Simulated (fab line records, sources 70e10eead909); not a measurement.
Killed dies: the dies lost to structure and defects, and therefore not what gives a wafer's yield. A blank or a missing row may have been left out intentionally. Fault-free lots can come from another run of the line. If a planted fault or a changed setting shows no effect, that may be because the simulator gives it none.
Chamber matching | flow nand-harc | 4 sister chambers for NHARC_A_CONTACT_CMP_20 on cmp-02
The step polishes, t overpolish 30 s, target thk 300 nm. 8 wafers are shown with their chamber, then 8 later ones without.

EACH WAFER AND ITS CHAMBER
wafer  | chamber | motor-current-A (A) | time-to-endpoint-s (s)
L186.3 | 0       | 14.1                | 54.9
L184.2 | 0       | 14.9                | 48.7
L184.3 | 2       | 12.0                | 55.2
L184.4 | 1       | 13.4                | 57.4
L185.1 | 2       | 12.0                | 58.9
L185.2 | 3       | 9.5                 | 61.3
L185.5 | 1       | 12.9                | 61.1
L190.1 | 3       | 10.3                | 59.1

WAFERS WITH NO CHAMBER GIVEN
wafer  | motor-current-A (A) | time-to-endpoint-s (s)
L190.4 | 14.3                | 57.9
L190.5 | 13.7                | 61.8
L188.3 | 14.7                | 57.9
L188.4 | 9.6                 | 58.6
L188.6 | 11.8                | 55.8
L192.2 | 9.2                 | 57.6
L192.3 | 12.2                | 59.8
L192.5 | 14.2                | 57.1

CHAMBER TAKEN BY EACH
wafer  | from the rows above     | in truth
L190.4 | can't be placed: 0 or 1 | 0
L190.5 | 1                       | 1
L188.3 | can't be placed: 0 or 1 | 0
L188.4 | 3                       | 3
L188.6 | 2                       | 2
L192.2 | 3                       | 3
L192.3 | can't be placed: 2 or 1 | 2
L192.5 | can't be placed: 0 or 1 | 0
Correctly placed: 4 of 8. These rows do not allow placing 4 (true chamber among the candidates in 4). 0 placed wrongly.
How it was worked out, from the rows above alone: a wafer's distance from a chamber is the root of the sum, over the readings, of the square of ((its reading less the chamber's mean) divided by the reading's scatter). If the next closest chamber is less than 2 further off than the closest, the wafer can't be placed; otherwise it belongs to the closest. The mean given for a chamber averages the wafers shown for that chamber. How the scatter is found: for the shown wafers, subtract from each reading the mean of its chamber, square and add these, divide the total by (wafers less chambers), then take the root.
